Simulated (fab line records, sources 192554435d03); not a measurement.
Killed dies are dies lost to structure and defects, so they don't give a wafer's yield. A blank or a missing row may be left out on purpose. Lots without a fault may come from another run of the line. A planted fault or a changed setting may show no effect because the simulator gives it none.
Split-lot experiment | flow n5_finfet | 7 lots, 21 wafers read, on a route of 1938 steps

THE SPLIT
At N5_SDB_ALD_29 (deposits SiNx, target thk 30 nm, pulse time 1 s, ald cycles 600), the setting ald_cycles was moved away from the recipe's 600 on 5 of the 21 wafers read, by -4.5% to +15.8%. The other wafers ran this setting at the recipe's value.

The reading is taken at the split's own step.

THE READING
SiNx_of_SDB_ALD_29.thk_nm (the simulator's own value, which no gauge read), in nm, at N5_SDB_ALD_29 (deposits SiNx, target thk 30 nm, pulse time 1 s, ald cycles 600). The file gives no usual value for it. The 16 wafers here that ran the recipe average 29.9 nm, standard deviation 0.14 nm.

wafer  | tool, chamber at the split | ald_cycles as run | against the recipe | SiNx_of_SDB_ALD_29.thk_nm, nm | against lot-mates on the recipe
L074.2 | ald_sin-01, 1,0            | 600               | recipe             | 29.8                          | -
L074.4 | ald_sin-01, 1,0            | 600               | recipe             | 29.8                          | -
L074.6 | ald_sin-01, 2              | 600               | recipe             | 29.6                          | -
L077.3 | ald_sin-02, 3              | 647               | +7.8%              | 32.4                          | +2.4
L077.4 | ald_sin-02, 1              | 647               | +7.8%              | 32.2                          | +2.2
L077.6 | ald_sin-02, 2              | 600               | recipe             | 30                            | -
L078.3 | ald_sin-03, 1,3            | 600               | recipe             | 30                            | -
L078.5 | ald_sin-03, 1,3            | 600               | recipe             | 30                            | -
L078.6 | ald_sin-03, 0              | 695               | +15.8%             | 34.6                          | +4.6
L079.2 | ald_sin-03, 1              | 600               | recipe             | 29.8                          | -
L079.5 | ald_sin-03, 3,0            | 600               | recipe             | 30                            | -
L079.6 | ald_sin-03, 3,0            | 600               | recipe             | 30                            | -
L082.2 | ald_sin-03, 3              | 600               | recipe             | 30.2                          | -
L082.4 | ald_sin-03, 0,3            | 600               | recipe             | 30                            | -
L082.6 | ald_sin-03, 0,3            | 600               | recipe             | 30                            | -
L094.3 | ald_sin-03, 1,2            | 600               | recipe             | 29.8                          | -
L094.4 | ald_sin-03, 1,2            | 600               | recipe             | 29.8                          | -
L094.6 | ald_sin-03, 1              | 637               | +6.2%              | 31.6                          | +1.8
L096.1 | ald_sin-02, 3              | 600               | recipe             | 30                            | -
L096.2 | ald_sin-02, 2              | 573               | -4.5%              | 28.6                          | -1.3
L096.6 | ald_sin-02, 2              | 600               | recipe             | 29.8                          | -
Where a row lists several chambers, the file gives one row for several wafers and doesn't say which wafer went through which chamber.

THE FIT
A straight line over all 21 wafers: SiNx_of_SDB_ALD_29.thk_nm changes by +0.296 nm for each +1% of ald_cycles; r = +0.99; the points scatter about the line by 0.14 nm.
The same after taking each lot's own level away (the mean of its wafers on the recipe; 21 wafers): +0.291 nm for each +1%; r = +1.00; scatter 0.08 nm.
On that fit, the largest move of ald_cycles shifts the reading by 4.6 nm.
The lots' own levels span 29.73 to 30.07 nm, that is 2.4 times the standard deviation above.
So the lot-to-lot level changes the slope little: the two slopes agree.
Check: with one of the wafers moved furthest among these (+15.8%) left out of the fit, the line predicts +4.63 nm for it against its lot-mates. It came out at +4.6 nm against them.

OTHER SPLITS ON THESE WAFERS
These wafers also went through other splits before the reading. Each is held against what the fit with the lots' levels taken away leaves over:
other split on the same wafers     | wafers away from the commonest value | r with SiNx_of_SDB_ALD_29.thk_nm (lot level and that fit taken away)
N5_SD_EPI_P_ETCH_16 target_depth_a | 6                                    | -0.22

THE FILE'S OWN FIT
SiNx_of_SDB_ALD_29.thk_nm changes by +0.291 nm for each +1% of ald_cycles, r = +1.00.
